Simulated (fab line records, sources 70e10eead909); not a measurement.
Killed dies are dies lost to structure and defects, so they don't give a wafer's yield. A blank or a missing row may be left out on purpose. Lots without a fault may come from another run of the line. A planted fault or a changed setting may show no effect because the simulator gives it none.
A struck lot beside a sound one | flow nand_harc | 13 steps out of a route of 1302
Sound: wafers L290.1, L290.2, L290.4. Struck: wafers L304.3, L304.4, L304.5. The cause comes at the end.
At each step with rows: each side's tool, then ch and its chambers, then its first start. Under that, the readings that differ: sound wafers | struck wafers | difference of the means | sigmas: that difference in standard deviations of wafers without a fault.
alike: readings whose means differ by less than 2 such deviations, and words and numbers that are the same on both sides. not compared: withheld readings, readings that some wafer has no value for, bounds like >300 that may hide the same value, and numbers for which the record gives no deviation and whose values overlap.
The two part at a step that has a row with sigmas, a row that says differs or no value, or rows on one side only. Numbers that don't overlap but have no deviation are shown without sigmas and don't part them. A reading that every wafer of one side lacks parts them only if that side has two wafers or more.

NHARC_A_STAIRCASE_CMP_472: polishes SiO2.
  sound on cmp-02 ch 1,2,3, day 19 17:58; struck on cmp-04 ch 2,3, day 25 03:47
  alike: motor_current_A, slurry_flow_ml_min
then, 1 step without rows for these wafers: NHARC_A_STAIRCASE_SRD_474.
NHARC_A_STAIRCASE_INSPECT_155:
  sound on defect_inspect-02, day 19 18:17; struck on defect_inspect-02, day 25 04:08
  alike: raw_defect_count
NHARC_A_SGD_CUT_DEP_00: deposits SiNx, target thk 50 nm.
  sound on pecvd-03 ch 0,1,2, day 19 18:22; struck on pecvd-03 ch 0,1, day 25 04:13
  alike: heater_power_w
then, 7 steps without rows for these wafers: NHARC_A_SGD_CUT_DEHYDRATE_01 (time 120 s); NHARC_A_SGD_CUT_HMDS_02 (time 30 s); NHARC_A_SGD_CUT_COAT_56 (time 75 s); NHARC_A_SGD_CUT_COAT_57 (time 65 s); NHARC_A_SGD_CUT_COAT_03 (resist thk 90 nm); NHARC_A_SGD_CUT_SOFTBAKE_04 (time 55 s); NHARC_A_SGD_CUT_EBR_05.
NHARC_A_SGD_CUT_EXPOSE_06: exposes mask SGD.
  sound on arfi_scanner-01 ch 0, day 19 18:56; struck on arfi_scanner-02, day 25 04:47
  no value came back on the struck wafers for exposure_dose_mJ_cm2, focus_offset_nm (nm); on the sound wafers exposure_dose_mJ_cm2 reads 85.43 85.49 85.59
  alike: mask
then, 1 step without rows for these wafers: NHARC_A_SGD_CUT_PEB_07 (peb time 65 s).

WHERE THEY PART
Only at NHARC_A_SGD_CUT_EXPOSE_06, within this record.

WHY: what the simulator had put in
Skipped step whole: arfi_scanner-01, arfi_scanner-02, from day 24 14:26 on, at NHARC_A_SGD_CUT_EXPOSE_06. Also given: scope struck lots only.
